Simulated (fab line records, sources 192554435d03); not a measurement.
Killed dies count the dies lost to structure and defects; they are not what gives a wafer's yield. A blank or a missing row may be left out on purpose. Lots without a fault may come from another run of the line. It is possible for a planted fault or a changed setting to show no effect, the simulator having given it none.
The tool behind it: which one? ; flow n5_finfet ; 24 lots (72 wafers sampled), 1 step of a 1938-step route

== WHAT EACH GAUGE READ, for each wafer ==
N5_BEOL_M4_OCD_MEAS_38.
lot;measured;on;trench_depth_nm (nm)
L074;day 7 08:14;ocd-02;57.5 55.3 56.9
L075;day 7 21:26;ocd-02;56.3 57.4 57.5
L078;day 8 07:44;ocd-01;54.5 54.1 55.6
L076;day 8 08:31;ocd-02;57.9 57.6 57.2
L077;day 8 08:39;ocd-02;54.0 54.5 56.1
L079;day 8 13:13;ocd-02;57.1 56.8 55.6
L080;day 9 02:04;ocd-01;55.0 55.5 55.3
L081;day 9 11:20;ocd-01;55.0 53.9 54.8
L083;day 9 12:26;ocd-01;55.7 55.0 55.0
L082;day 9 16:08;ocd-02;57.1 55.7 57.5
L084;day 9 18:59;ocd-01;56.7 58.4 58.3
L085;day 10 17:28;ocd-01;57.8 57.4 57.2
L086;day 10 20:28;ocd-01;56.9 58.0 56.5
L087;day 10 20:35;ocd-01;56.6 55.9 56.8
L088;day 11 02:23;ocd-01;54.1 55.4 54.7
L089;day 11 03:10;ocd-01;53.8 55.6 56.5
L090;day 11 16:25;ocd-01;58.0 57.3 57.6
L092;day 12 00:16;ocd-02;55.3 55.0 54.4
L091;day 12 01:01;ocd-02;55.3 54.9 54.8
L093;day 12 07:46;ocd-01;55.0 56.6 57.2
L095;day 12 18:39;ocd-02;55.5 56.8 56.5
L094;day 13 02:36;ocd-02;56.9 57.1 58.0
L096;day 13 03:03;ocd-01;55.9 54.6 54.7
L097;day 13 22:22;ocd-02;54.5 55.6 54.6

== TOOL THAT RAN EACH LOT (tool first, then ch and the chambers of the sampled wafers, then the start) ==
No process step before these readings appears in the record.

== AS READ BY THE TOOLS THEMSELVES (means over the sampled wafers that have a number; for cases with no such wafer, the mark the record gives instead) ==
The record holds no such reading with a usual standard deviation.

== THE ANSWER, worked out from the rows above alone ==
Rule: the lots themselves supply what counts as usual. Put in order of their means at a reading, lots are off if they are a third of the lots or fewer, leave a main group of 4 or more, and stand apart from it by a gap of 3 or more times the standard deviation of the main group's means; of several such gaps the widest counts. The tables above print the reading to a certain number of digits; a main group whose means all agree to those digits is not used. Also off: a lot with no number at a reading for which 4 or more lots have one. Any other lot the step has rows for is counted as sound. After the gauges, taken in route order, come the tools' own readings; for these a lot's mean is taken, as printed above. At the first step where some lot is off, the reading lying furthest off is the one used; lots without a number count as furthest.
Across all readings shown, no lot is off: no conclusion can be drawn from this.

== WHAT THE SIMULATOR HAD INSERTED ==
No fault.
